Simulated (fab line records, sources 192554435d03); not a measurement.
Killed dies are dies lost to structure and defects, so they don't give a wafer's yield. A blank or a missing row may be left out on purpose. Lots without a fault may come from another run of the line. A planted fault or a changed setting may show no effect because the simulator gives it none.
fab line records | flow n5_finfet
record lots=14 wafers=39 last_day=17
route steps=1938 shown BEOL_M2@924 BEOL_M3@931 BEOL_M4@1111
lots that met no fault: from a run of the same line without faults
start_h: hours from the record's first day to the start of the lot's first wafer shown | wait_h: hours since the lot's step before | " the same as in the row above | L1.1+2: a row that stands for several wafers | - no value, or no start given | * or withheld: withheld | < > ~ a bound
route shown NAME@n: a module of which the file shows steps, and the number in the route of the first | usual: mean/standard deviation of fault-free wafers | same: alike in all rows | chamber/n: place in a boat | sites: the reading at each site | _std_site: their standard deviation | _edge_site: outer sites' mean less inner sites' | radius_mm: how far each site lies from the wafer's centre | mask NAME#n: copy n | behind: the tool/chamber that last shaped the wafer | hold: why the lot was held/for how many hours/how that ended | device: the transistor (n, p or np) that didn't switch | end of line: the same wafers' tests at the end of the route | a step without rows: its recipe alone | killed: dies lost to structure and defects at the first sort, not the wafer's yield | map: a wafer's dies, x killed, . not, _ none there
set.NAME: the setting as run; set.NAME@STEP: as run at that earlier step | model.NAME: the simulator's own value behind a step, which no gauge read
steps of the route over a sample of lots; a table a step, a row a wafer
services: from which hour (start_h, from the record's first day; less than 0 if before it) a tool's chamber was out of use, for how many hours, and why
## steps
# step N5_BEOL_M2_THK_MEAS_53
# recipe thk_meas_gauge=xrf reads=Cu_of_BEOL_M2_ECD_50
# usual M2_THK=39.7/1.6
# columns lot.wafer tool chamber start_h wait_h M2_THK[nm]
L617.2 film_metro-01 - 141.37 - 40.6
L617.3 " - " " 39.6
L619.2 film_metro-02 - 145.68 - 40.4
L619.6 " - " " 38.3
L620.2 film_metro-01 - 156.79 - 37.6
L620.5 " - " " 40.8
L620.6 " - " " 39.5
L621.1 film_metro-02 - 163.06 - 39.7
L621.3 " - " " 41.2
L621.6 " - " " 40.1
L622.3 film_metro-01 - 172.32 - 37.9
L622.5 " - " " 39.7
L622.6 " - " " 38.6
L623.1 film_metro-02 - 172.60 - 39.1
L623.4 " - " " 37.6
L623.5 " - " " 36.2
L626.4 film_metro-02 - 186.94 - 39.1
L626.5 " - " " 40.6
L626.6 " - " " 40.1
L627.3 film_metro-01 - 191.11 - 41.6
L627.4 " - " " 42.2
L627.5 " - " " 42.0
L628.2 film_metro-01 - 202.44 - 41.0
L628.3 " - " " 43.2
L628.6 " - " " 39.2
L634.1 film_metro-02 - 234.57 - 41.7
L634.3 " - " " 41.6
L634.4 " - " " 40.8
L632.1 film_metro-02 - 238.92 - 38.6
L632.4 " - " " 38.1
L632.6 " - " " 36.9
L638.2 film_metro-02 - 263.20 - 39.0
L638.4 " - " " 41.1
L639.2 film_metro-01 - 275.63 - 41.0
L639.3 " - " " 40.2
L639.4 " - " " 40.1
L640.2 film_metro-01 - 278.83 - 41.9
L640.3 " - " " 38.4
L640.6 " - " " 37.4
# step N5_BEOL_M3_ILD_DEP_00
# recipe material=SiOC target_thk_a=790 temp_c=350 precursor=DEMS/O2 pressure_torr=5 rf_w=500 time_s=15.3
# usual heater_power_outer_w=281/41 heater_power_w=515/65 showerhead_plenum_p_Torr=5.688/0.016 throttle_valve_pct=12.2/0.89
# same time_s=15.3
# columns lot.wafer tool chamber start_h wait_h heater_power_outer_w heater_power_w showerhead_plenum_p_Torr throttle_valve_pct
L617.2 pecvd-04 0 141.70 0.0 248 444 5.668 11.8
L617.3 " 2 " " 241 473 5.701 10.9
L619.2 pecvd-04 1 146.00 0.0 282 494 5.706 13.9
L619.6 " 0 " " 278 467 5.663 12.0
L620.2 pecvd-03 2 157.11 0.0 261 483 5.686 11.6
L620.5 " 1 " " 313 583 5.669 12.3
L620.6 " 2 " " 261 502 5.681 11.4
L621.1 pecvd-02 1 163.38 0.0 320 601 5.711 12.3
L621.3 " 0 " " 260 516 5.671 11.9
L621.6 " 2 " " 234 409 5.704 12.1
L622.3 pecvd-02 0 172.64 0.0 302 572 5.672 11.7
L622.5 " 0 " " 306 569 5.658 11.7
L622.6 " 1 " " 321 603 5.715 12.2
L623.1 pecvd-02 2 172.93 0.0 251 432 5.692 12.2
L623.4 " 0 " " 275 522 5.663 11.9
L623.5 " 2 " " 250 431 5.713 12.1
L626.4 pecvd-03 1 187.31 0.1 273 531 5.679 12.2
L626.5 " 0 " " 313 583 5.685 12.4
L626.6 " 1 " " 281 540 5.692 12.5
L627.3 pecvd-04 1 191.43 0.0 351 576 5.699 13.8
L627.4 " 2 " " 285 546 5.678 10.6
L627.5 " 1 " " 342 580 5.709 14.0
L628.2 pecvd-04 1 202.77 0.0 340 552 5.701 13.8
L628.3 " 0 " " 232 417 5.673 12.0
L628.6 " 2 " " 287 542 5.681 10.7
L634.1 pecvd-02 0 234.89 0.0 282 557 5.679 11.9
L634.3 " 1 " " 325 587 5.710 12.2
L634.4 " 2 " " 204 367 5.689 10.7
L632.1 pecvd-04 0 239.24 0.0 207 391 5.666 12.4
L632.4 " 1 " " 338 575 5.694 13.7
L632.6 " 0 " " 217 415 5.669 11.9
L638.2 pecvd-04 1 263.52 0.0 317 532 5.698 13.6
L638.4 " 2 " " 221 455 5.697 10.9
L639.2 pecvd-04 1 275.96 0.0 333 569 5.696 13.7
L639.3 " 2 " " 279 522 5.693 11.1
L639.4 " 2 " " 282 530 5.689 11.2
L640.2 pecvd-02 2 279.15 0.0 227 406 5.701 11.0
L640.3 " 0 " " 267 511 5.659 12.0
L640.6 " 1 " " 292 567 5.702 12.5
# step N5_BEOL_M3_DESCUM_16
# recipe chemistry=O2 time_s=7 source_power_w=50 bias_power_w=20 pressure_mtorr=20 rf_frequency_hz=2.712e+07 temp_c=40 resist=CAR-EUV o2_flow_sccm=225
# usual drypump_motor_current_A=5.6/0.54 oes_product_au=0.78/0.076 rf_vpp_V=243.2/1.7 showerhead_plenum_p_Torr=2.10/0.087 temp_c=40.01/0.11 throttle_valve_pct=20.41/0.22
# same time_s=7
# columns lot.wafer tool chamber start_h wait_h drypump_motor_current_A oes_product_au rf_hours_counter_h rf_vpp_V showerhead_plenum_p_Torr temp_c throttle_valve_pct
L617.2 rie_diel-05 2 142.96 0.0 6.7 0.82 92 246.7 2.20 40.19 19.97
L617.3 " 0 " " 5.6 0.77 108 240.1 1.96 39.94 20.51
L619.2 rie_diel-01 0 149.28 0.0 4.9 0.87 50 244.0 2.12 39.97 20.47
L619.6 " 3 " " 5.4 0.70 - 240.8 1.99 39.88 20.39
L620.2 rie_diel-01 2 159.34 0.0 5.0 0.69 227 241.7 2.05 39.92 20.82
L620.5 " 1 " " 5.8 0.87 - 244.7 2.14 39.89 20.52
L620.6 " 2 " " 5.0 0.70 - 242.3 2.05 39.96 20.81
L621.1 rie_diel-05 0 164.62 0.2 5.6 0.78 115 240.7 1.95 40.06 20.52
L621.3 " 2 " " 6.7 0.81 99 245.1 2.20 39.90 19.97
L621.6 " 3 " " 5.8 0.70 - 243.3 2.18 39.92 20.29
L622.3 rie_diel-05 2 173.44 0.0 6.7 0.82 101 245.6 2.20 39.94 19.98
L622.5 " 1 " " 6.1 0.83 - 245.4 2.21 39.97 20.13
L622.6 " 0 " " 5.6 0.78 - 240.6 1.95 40.08 20.53
L623.1 rie_diel-05 3 174.35 0.0 5.8 0.70 209 244.7 2.18 39.81 20.29
L623.4 " 2 " " 6.7 0.81 101 245.0 2.20 39.96 20.00
L623.5 " 0 " " 5.6 0.77 - 238.7 1.96 39.88 20.53
L626.4 rie_diel-03 1 189.03 0.0 6.1 0.90 - 242.3 2.04 40.09 20.28
L626.5 " 3 " " 5.4 0.71 - 244.1 2.17 40.24 20.56
L626.6 " 2 " " 5.1 0.75 - 242.3 2.01 39.99 20.42
L627.3 rie_diel-05 3 193.22 0.6 5.8 0.70 214 242.7 2.18 40.11 20.27
L627.4 " 2 " " 6.8 0.81 106 244.1 2.20 40.12 20.00
L627.5 " 2 " " 6.8 0.81 - 245.0 2.20 40.03 19.98
L628.2 rie_diel-05 3 205.11 0.4 5.8 0.69 218 243.9 2.18 40.02 20.31
L628.3 " 2 " " 6.8 0.80 110 244.8 2.20 39.90 20.01
L628.6 " 1 " " 6.1 0.82 - 246.6 2.20 40.18 20.14
L634.1 rie_diel-05 2 236.41 0.0 6.7 0.79 119 245.8 2.19 39.91 20.01
L634.3 " 1 " " 6.1 0.81 76 243.9 2.20 40.02 20.18
L634.4 " 3 " " 5.8 0.69 227 242.4 2.17 40.17 20.30
L632.1 rie_diel-05 3 241.88 0.0 5.8 0.69 229 245.2 2.17 39.78 20.31
L632.4 " 2 " " 6.8 0.79 120 245.8 2.19 40.07 20.01
L632.6 " 3 " " 5.8 0.68 - 243.4 2.17 40.00 20.33
L638.2 rie_diel-01 2 265.32 0.1 5.0 0.98 5 241.8 2.04 39.96 20.46
L638.4 " 3 " " 5.4 0.67 230 241.8 1.98 39.97 20.44
L639.2 rie_diel-03 1 277.15 0.4 6.1 0.85 74 242.7 2.03 40.10 20.32
L639.3 " 2 " " 5.1 0.73 189 241.7 2.00 39.95 20.46
L639.4 " 0 " " 5.9 0.70 193 242.3 2.09 39.81 20.69
L640.2 rie_diel-03 0 280.52 0.3 5.9 0.70 195 242.9 2.09 40.00 20.69
L640.3 " 3 " " 5.4 0.97 4 244.1 2.16 40.03 20.16
L640.6 " 2 " " 5.1 0.73 - 241.6 2.00 40.24 20.47
# step N5_BEOL_M3_ETCH_63
# recipe chemistry=CF4 target=SiARC target_depth_a=156 mask_material=CAR-EUV time_s=26 ion_energy_ev=80 pressure_mtorr=40 source_w=545 bias_w=36 Ar_flow_sccm=100 cf4_flow_sccm=100 ends=cleared
# usual bias_w=36.00/0.1 cf4_flow_sccm=100.03/0.3 drypump_motor_current_A=5.6/0.54 etch_rf_on_time_s=25.7/0.56 oes_product_au=0.67/0.065 rf_vpp_V=184.2/1.4 showerhead_plenum_p_Torr=2.14/0.08 throttle_valve_pct=15.54/0.22
# columns lot.wafer tool chamber start_h wait_h bias_w cf4_flow_sccm drypump_motor_current_A etch_rf_on_time_s oes_product_au rf_hours_counter_h rf_vpp_V showerhead_plenum_p_Torr throttle_valve_pct
L617.2 rie_diel-05 2 143.02 0.0 35.84 100.24 6.7 25.2 0.71 92 184.2 2.23 15.12
L617.3 " 0 " " 36.05 100.41 5.6 25.3 0.67 108 182.4 2.00 15.53
L619.2 rie_diel-01 0 149.33 0.0 36.09 99.83 4.9 25.4 0.75 50 184.4 2.16 15.52
L619.6 " 3 " " 36.14 99.86 5.3 26.0 0.60 - 182.7 2.05 15.61
L620.2 rie_diel-01 2 159.39 0.0 35.99 99.96 5.0 26.4 0.59 227 183.5 2.12 16.11
L620.5 " 1 " " 35.90 100.20 5.8 25.2 0.76 - 183.6 2.18 15.56
L620.6 " 2 " " 36.01 100.15 5.0 26.4 0.60 - 184.1 2.12 16.13
L621.1 rie_diel-05 0 164.68 0.0 36.23 100.27 5.6 25.0 0.67 115 181.6 1.99 15.56
L621.3 " 2 " " 35.93 99.88 6.7 25.2 0.71 99 185.2 2.23 15.13
L621.6 " 3 " " 35.84 100.02 5.8 26.2 0.61 - 185.0 2.20 15.38
L622.3 rie_diel-05 2 173.49 0.0 36.06 99.97 6.7 24.7 0.72 101 183.6 2.23 15.14
L622.5 " 1 " " 36.11 99.86 6.1 26.0 0.72 - 186.3 2.26 15.38
L622.6 " 0 " " 36.09 99.65 5.6 25.2 0.67 - 181.2 1.99 15.56
L623.1 rie_diel-05 3 174.40 0.0 35.96 98.98 5.8 26.1 0.60 209 185.3 2.20 15.40
L623.4 " 2 " " 35.96 100.34 6.7 25.2 0.70 101 184.3 2.23 15.14
L623.5 " 0 " " 36.04 99.82 5.6 25.2 0.67 - 182.5 1.99 15.56
L626.4 rie_diel-03 1 189.08 0.0 36.04 99.88 6.1 26.1 0.76 - 185.0 2.09 15.40
L626.5 " 3 " " 35.87 99.92 5.4 26.0 0.60 - 185.7 2.20 15.65
L626.6 " 2 " " 36.15 100.03 5.1 25.6 0.65 - 184.7 2.07 15.68
L627.3 rie_diel-05 3 193.27 0.0 36.11 99.96 5.7 25.9 0.60 214 184.5 2.20 15.41
L627.4 " 2 " " 36.05 99.70 6.7 24.9 0.71 106 184.7 2.23 15.15
L627.5 " 2 " " 35.95 100.02 6.7 25.0 0.70 - 186.3 2.23 15.15
L628.2 rie_diel-05 3 205.16 0.0 35.93 99.48 5.8 26.1 0.60 218 185.6 2.20 15.42
L628.3 " 2 " " 35.80 99.94 6.8 24.9 0.70 110 186.5 2.23 15.15
L628.6 " 1 " " 36.11 100.32 6.1 26.3 0.71 - 185.7 2.25 15.38
L634.1 rie_diel-05 2 236.46 0.0 - - - - - - - - -
L634.3 " 1 " " - - - - - - - - -
L634.4 " 3 " " - - - - - - - - -
L632.1 rie_diel-05 3 241.93 0.0 - - - - - - - - -
L632.4 " 2 " " - - - - - - - - -
L632.6 " 3 " " - - - - - - - - -
L638.2 rie_diel-01 2 265.37 0.0 36.08 99.83 5.0 25.7 0.85 5 184.6 2.11 15.67
L638.4 " 3 " " 36.08 100.21 5.3 25.9 0.58 230 183.7 2.04 15.68
L639.2 rie_diel-03 1 277.20 0.0 35.89 99.77 6.1 26.2 0.71 74 182.7 2.08 15.47
L639.3 " 2 " " 35.83 100.13 5.1 26.0 0.63 189 183.8 2.06 15.74
L639.4 " 0 " " 35.91 100.56 5.9 27.4 0.59 193 183.2 2.13 15.78
L640.2 rie_diel-03 0 280.57 0.0 36.07 100.35 5.9 27.1 0.60 195 183.8 2.13 15.78
L640.3 " 3 " " 36.09 100.07 5.4 25.6 0.82 4 184.5 2.19 15.19
L640.6 " 2 " " 36.03 100.00 5.0 25.7 0.63 - 185.5 2.06 15.75
# step N5_BEOL_M3_ETCH_64
# recipe chemistry=N2/H2 target=SOC target_depth_a=750 overetch_a=150 mask_material=SiARC temp_c=40 time_s=112.5 ion_energy_ev=200 pressure_mtorr=30 source_w=840 bias_w=150 n2_flow_sccm=200 h2_flow_sccm=200
# usual bias_w=150.0/0.46 chamber_pressure_mTorr=30.001/0.028 drypump_motor_current_A=5.6/0.54 oes_product_au=0.62/0.056 rf_vpp_V=524/3.1 showerhead_plenum_p_Torr=2.54/0.11 temp_c=39.99/0.11 throttle_valve_pct=17.78/0.27
# same time_s=112.5
# columns lot.wafer tool chamber start_h wait_h bias_w chamber_pressure_mTorr drypump_motor_current_A oes_product_au rf_hours_counter_h rf_vpp_V showerhead_plenum_p_Torr temp_c throttle_valve_pct
L617.2 rie_diel-05 2 143.04 0.0 150.2 29.999 6.7 0.65 92 528 2.68 39.94 17.43
L617.3 " 0 " " 150.0 29.924 5.6 0.62 108 519 2.35 39.98 17.73
L619.2 rie_diel-01 0 149.36 0.0 149.7 30.013 4.9 0.70 50 525 2.60 39.88 18.00
L619.6 " 3 " " 150.1 30.009 5.4 0.56 - 518 2.44 40.02 17.88
L620.2 rie_diel-01 2 159.42 0.0 150.1 29.976 5.0 0.55 227 522 2.51 40.11 18.38
L620.5 " 1 " " 149.9 30.014 5.8 0.68 - 526 2.59 39.95 17.70
L620.6 " 2 " " 150.2 29.981 5.0 0.56 - 522 2.51 40.02 18.37
L621.1 rie_diel-05 0 164.70 0.0 150.2 30.006 5.6 0.61 115 518 2.35 40.05 17.75
L621.3 " 2 " " 150.1 29.990 6.8 0.65 99 528 2.67 40.11 17.44
L621.6 " 3 " " 150.2 30.034 5.8 0.57 - 527 2.61 39.87 17.41
L622.3 rie_diel-05 2 173.52 0.0 149.9 30.071 6.8 0.64 101 528 2.67 40.26 17.43
L622.5 " 1 " " 149.8 29.974 6.1 0.66 - 527 2.70 40.17 17.62
L622.6 " 0 " " 150.0 29.963 5.6 0.60 - 519 2.35 40.15 17.75
L623.1 rie_diel-05 3 174.43 0.0 150.3 30.006 5.8 0.56 209 526 2.61 39.98 17.42
L623.4 " 2 " " 150.0 29.970 6.8 0.63 101 528 2.67 40.08 17.45
L623.5 " 0 " " 150.3 29.944 5.6 0.60 - 519 2.35 40.07 17.75
L626.4 rie_diel-03 1 189.15 0.1 149.6 30.051 6.1 0.70 - 522 2.51 40.06 17.84
L626.5 " 3 " " 149.5 29.980 5.4 0.56 - 526 2.61 40.10 17.88
L626.6 " 2 " " 149.4 29.979 5.1 0.60 - 521 2.42 39.86 17.54
L627.3 rie_diel-05 3 193.30 0.0 150.5 30.019 5.8 0.56 214 527 2.61 39.99 17.41
L627.4 " 2 " " 149.2 30.016 6.8 0.64 106 528 2.67 39.94 17.45
L627.5 " 2 " " 149.8 30.013 6.8 0.64 - 527 2.67 40.04 17.46
L628.2 rie_diel-05 3 205.19 0.0 149.6 29.987 5.8 0.56 218 525 2.61 40.11 17.43
L628.3 " 2 " " 149.4 30.018 6.8 0.63 110 525 2.67 40.01 17.45
L628.6 " 1 " " 149.9 30.025 6.1 0.66 - 528 2.70 39.96 17.60
L634.1 rie_diel-05 2 236.49 0.0 150.2 30.015 6.8 0.29 119 526 2.67 40.09 17.43
L634.3 " 1 " " 149.4 30.037 6.1 0.31 76 529 2.69 40.04 17.58
L634.4 " 3 " " 149.7 29.980 5.8 0.26 227 526 2.60 39.96 17.40
L632.1 rie_diel-05 3 241.96 0.0 149.9 30.034 5.8 0.26 229 527 2.60 39.91 17.39
L632.4 " 2 " " 149.5 30.008 6.7 0.30 120 527 2.66 40.08 17.41
L632.6 " 3 " " 149.1 29.982 5.8 0.26 - 526 2.60 39.92 17.40
L638.2 rie_diel-01 2 265.40 0.0 149.7 29.979 5.0 0.77 5 522 2.50 40.21 17.98
L638.4 " 3 " " 150.1 30.068 5.3 0.55 230 519 2.42 39.83 17.93
L639.2 rie_diel-03 1 277.23 0.0 149.7 30.050 6.1 0.67 74 522 2.49 39.80 17.88
L639.3 " 2 " " 148.3 29.997 5.1 0.59 189 521 2.41 40.05 17.59
L639.4 " 0 " " 150.1 30.023 5.9 0.57 193 523 2.53 39.74 18.11
L640.2 rie_diel-03 0 280.60 0.0 150.4 30.005 5.9 0.57 195 523 2.53 40.10 18.12
L640.3 " 3 " " 149.4 29.986 5.4 0.75 4 525 2.60 40.03 17.46
L640.6 " 2 " " 149.8 29.998 5.1 0.58 - 520 2.41 40.22 17.62
# step N5_BEOL_M3_CD_MEAS_18
# recipe pitch_nm=36 target_cd_nm=18
# usual cd_nm=17.9/0.32
# columns lot.wafer tool chamber start_h wait_h cd_nm
L617.2 cd_sem-03 - 143.39 0.1 18.2
L617.3 " - " " 18.0
L619.2 cd_sem-01 - 149.71 0.1 17.6
L619.6 " - " " 18.1
L620.2 cd_sem-03 - 159.77 0.1 18.0
L620.5 " - " " 18.2
L620.6 " - " " 18.0
L621.1 cd_sem-03 - 165.12 0.0 18.4
L621.3 " - " " 18.2
L621.6 " - " " 17.9
L622.3 cd_sem-01 - 173.87 0.1 17.8
L622.5 " - " " 18.3
L622.6 " - " " 17.6
L623.1 cd_sem-02 - 174.78 0.0 17.4
L623.4 " - " " 17.9
L623.5 " - " " 18.1
L626.4 cd_sem-02 - 189.45 0.1 18.0
L626.5 " - " " 17.8
L626.6 " - " " 18.3
L627.3 cd_sem-01 - 193.72 0.1 17.9
L627.4 " - " " 17.8
L627.5 " - " " 18.1
L628.2 cd_sem-02 - 205.59 0.1 18.1
L628.3 " - " " 18.0
L628.6 " - " " 18.6
L634.1 cd_sem-01 - 236.83 0.0 -
L634.3 " - " " -
L634.4 " - " " -
L632.1 cd_sem-03 - 242.30 0.0 -
L632.4 " - " " -
L632.6 " - " " -
L638.2 cd_sem-02 - 265.78 0.1 18.1
L638.4 " - " " 17.5
L639.2 cd_sem-03 - 277.64 0.1 17.8
L639.3 " - " " 17.3
L639.4 " - " " 17.1
L640.2 cd_sem-01 - 281.10 0.1 17.5
L640.3 " - " " 18.2
L640.6 " - " " 17.8
# step N5_BEOL_M4_RC_MEAS_101
# usual DIBL_N=36.3/1.6 DIBL_P=36.2/2.1 IOFF_N=0.16/0.031 IOFF_P=0.21/0.034 ION_N=673/11 ION_P=461/7.4 SS_N=71.6/0.55 SS_P=73.3/0.66 VT_N=251/3.2 VT_P=-251/3.5
# columns lot.wafer tool chamber start_h wait_h DIBL_N[mV/V] DIBL_P[mV/V] IOFF_N[nA/um] IOFF_P[nA/um] ION_N[uA/um] ION_P[uA/um] SS_N[mV/dec] SS_P[mV/dec] VT_N[mV] VT_P[mV]
L617.2 prober-02 0 157.00 0.2 36.6 35.7 0.16 0.23 678 469 72.4 73.7 250 -252
L617.3 " 0 " " 34.4 33.3 0.13 0.19 683 473 71.6 73.3 252 -250
L619.2 prober-02 0 163.25 0.2 33.4 33.4 0.12 0.15 664 452 70.8 72.9 258 -254
L619.6 " 0 " " 35.0 36.1 0.15 0.20 661 453 71.6 73.3 249 -251
L620.2 prober-01 0 180.04 0.2 37.1 37.1 0.18 0.21 673 458 72.1 74.2 248 -250
L620.5 " 0 " " 34.0 33.1 0.12 0.16 648 447 71.8 72.7 254 -255
L620.6 " 0 " " 35.2 35.2 0.15 0.18 679 456 72.0 73.1 250 -254
L621.1 prober-02 0 185.05 0.0 36.0 35.8 0.14 0.22 661 460 72.0 73.4 255 -250
L621.3 " 0 " " 38.8 39.2 0.20 0.28 679 467 71.9 74.3 249 -244
L621.6 " 0 " " 38.9 39.4 0.19 0.28 675 473 72.2 74.7 248 -244
L622.3 prober-01 0 188.45 0.3 34.0 34.1 0.12 0.20 665 465 70.5 73.1 253 -249
L622.5 " 0 " " 35.5 35.7 0.15 0.21 666 461 70.8 73.2 251 -247
L622.6 " 0 " " 32.7 32.4 0.11 0.18 669 468 70.6 72.9 256 -252
L623.1 prober-01 0 192.87 0.0 39.4 39.1 0.25 0.27 681 460 72.0 74.2 244 -247
L623.4 " 0 " " 39.9 40.1 0.24 0.28 683 461 72.9 74.2 245 -247
L623.5 " 0 " " 40.0 39.6 0.26 0.28 683 464 72.5 73.5 246 -248
L626.4 prober-02 0 206.67 0.5 34.8 35.7 0.14 0.18 652 452 70.9 72.8 247 -252
L626.5 " 0 " " 36.3 37.0 0.16 0.19 679 461 71.2 73.4 250 -254
L626.6 " 0 " " 37.1 38.3 0.18 0.22 665 455 71.7 74.2 246 -250
L627.3 prober-01 0 211.20 0.3 34.6 34.2 0.14 0.17 675 458 71.9 73.1 252 -255
L627.4 " 0 " " 36.0 36.7 0.18 0.20 683 469 71.6 73.8 249 -251
L627.5 " 0 " " 35.9 36.5 0.17 0.20 694 469 72.3 74.3 249 -252
L628.2 prober-01 0 222.41 0.2 35.0 33.8 0.13 0.17 672 456 70.8 72.5 256 -254
L628.3 " 0 " " 37.7 36.7 0.19 0.21 676 456 72.4 73.1 249 -251
L628.6 " 0 " " 36.8 34.5 0.15 0.18 661 453 71.7 72.5 253 -254
L638.2 prober-01 0 281.13 0.2 36.8 35.2 0.15 0.19 667 454 71.3 73.0 253 -254
L638.4 " 0 " " 38.1 37.4 0.17 0.21 689 464 71.6 74.0 246 -253
L639.2 prober-01 0 295.65 0.2 34.2 32.7 0.10 0.14 656 455 70.4 71.8 257 -254
L639.3 " 0 " " 37.2 37.0 0.15 0.19 667 456 71.2 72.6 251 -253
L639.4 " 0 " " 36.9 36.4 0.14 0.19 666 463 71.6 72.9 252 -255
L640.2 prober-01 0 298.01 0.2 37.9 38.5 0.19 0.23 687 466 71.7 74.6 248 -249
L640.3 " 0 " " 39.1 41.1 0.23 0.28 697 472 73.3 74.0 245 -248
L640.6 " 0 " " 39.1 41.7 0.25 0.29 708 478 72.5 74.3 243 -248
## services
# columns tool chamber start_h hours kind
pecvd-04 - 135.85 0.9 repair
rie_diel-01 1 140.00 12.9 repair
pecvd-03 0 146.19 21.5 repair
pecvd-04 1 148.80 8.8 repair
pecvd-04 - 157.10 2.5 repair
rie_diel-05 - 159.79 0.5 repair
pecvd-04 - 166.30 2.6 repair
pecvd-03 - 171.75 3.1 repair
pecvd-02 0 180.51 9.0 repair
rie_diel-03 0 181.89 7.9 repair
pecvd-02 - 191.19 0.5 repair
pecvd-03 1 206.10 6.1 repair
rie_diel-01 3 211.88 14.8 repair
rie_diel-01 2 230.42 - clean
rie_diel-03 3 232.01 2.0 repair
pecvd-04 - 238.23 0.5 repair
rie_diel-03 3 245.09 - clean
rie_diel-03 3 245.09 - consumable_replace:focus_ring
rie_diel-03 3 245.09 17.9 scheduled_down
rie_diel-03 3 245.09 17.9 vent_cycle
pecvd-02 - 250.62 2.8 pm
pecvd-04 0 251.52 12.3 repair
rie_diel-03 3 266.40 4.3 repair
pecvd-03 - 271.33 1.2 repair
## key
first_sign step=N5_BEOL_M3_ETCH_63 reading=tool_record direction=missing
effect step=N5_BEOL_M3_ETCH_64 reading=oes_product_au direction=down sigmas=6 usual=0.62 struck=0.28
effect step=N5_BEOL_M3_CD_MEAS_18 reading=cd_nm direction=missing
met_at N5_BEOL_M3_ETCH_63
struck_lots L632,L634
later_rows_left_out L632.1,L632.4,L632.6,L634.1,L634.3,L634.4
sort_left_out L632.1,L632.4,L632.6,L634.1,L634.3,L634.4
not_acting_at N5_BEOL_M2_THK_MEAS_53,N5_BEOL_M3_ILD_DEP_00,N5_BEOL_M3_DESCUM_16
onset_between 205.16 236.46
earlier_fault kind=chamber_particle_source tool=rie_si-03 chamber=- onset_h=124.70 steps=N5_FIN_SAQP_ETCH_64 rate_per_visit_cm2=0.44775 until_the_next_wet_clean=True
fault kind=skipped_step_whole tool=rie_diel-05 chamber=- onset_h=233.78 steps=N5_BEOL_M3_ETCH_63 scope=struck_lots_only
# sort_left_out: the simulated sort isn't trusted on such a fault, so these wafers' sort isn't shown, and their yield isn't known
# later_rows_left_out: the simulator's readings of these wafers behind a module that went badly wrong aren't trusted and aren't shown, but for the sort
